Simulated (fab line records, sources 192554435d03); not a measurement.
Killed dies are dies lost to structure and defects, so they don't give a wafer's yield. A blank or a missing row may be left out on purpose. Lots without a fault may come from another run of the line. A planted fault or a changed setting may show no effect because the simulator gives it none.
Chamber matching | flow n5_finfet | N5_BEOL_M8_CURE_74 on uv_cure-01: 3 sister chambers
The step cures SiCOH lowk, time 240 s. 3 wafers are shown with their chamber, then 9 later ones without.

WAFERS WITH THEIR CHAMBER
wafer  | chamber | wafer_temp_C_max
L087.6 | 0       | 387.4
L089.6 | 1       | 389.1
L091.5 | 2       | 386.9

WAFERS WITHOUT THEIR CHAMBER
wafer  | wafer_temp_C_max
L093.1 | 386.6
L093.3 | 386.6
L093.4 | 387.1
L097.3 | 386.8
L097.4 | 387.5
L097.6 | 386.5
L096.1 | 387.5
L096.2 | 387.2
L096.3 | 387.5

WHICH CHAMBER EACH WENT THROUGH
wafer  | from the rows above     | in truth
L093.1 | 2                       | 2
L093.3 | 2                       | 2
L093.4 | can't be placed: 2 or 0 | 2
L097.3 | 2                       | 2
L097.4 | 0                       | 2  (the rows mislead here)
L097.6 | 2                       | 2
L096.1 | 0                       | 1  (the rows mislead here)
L096.2 | can't be placed: 0 or 2 | 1
L096.3 | 0                       | 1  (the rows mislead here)
Placed correctly: 4 of 9. Can't be placed from these rows: 2 (the true chamber is among the candidates in 1). Placed wrongly: 3.
How it was worked out, from the rows above alone: a wafer's distance from a chamber is the root of the sum, over the readings, of the square of ((its reading less the chamber's mean) divided by the reading's scatter). The wafer belongs to the nearest chamber; if the next one is less than 2 further off, it can't be placed. A chamber's mean is the mean of its shown wafers. The scatter: with one shown wafer a chamber, the root of the mean of the squares of how far each hidden wafer lies from its nearest shown one.
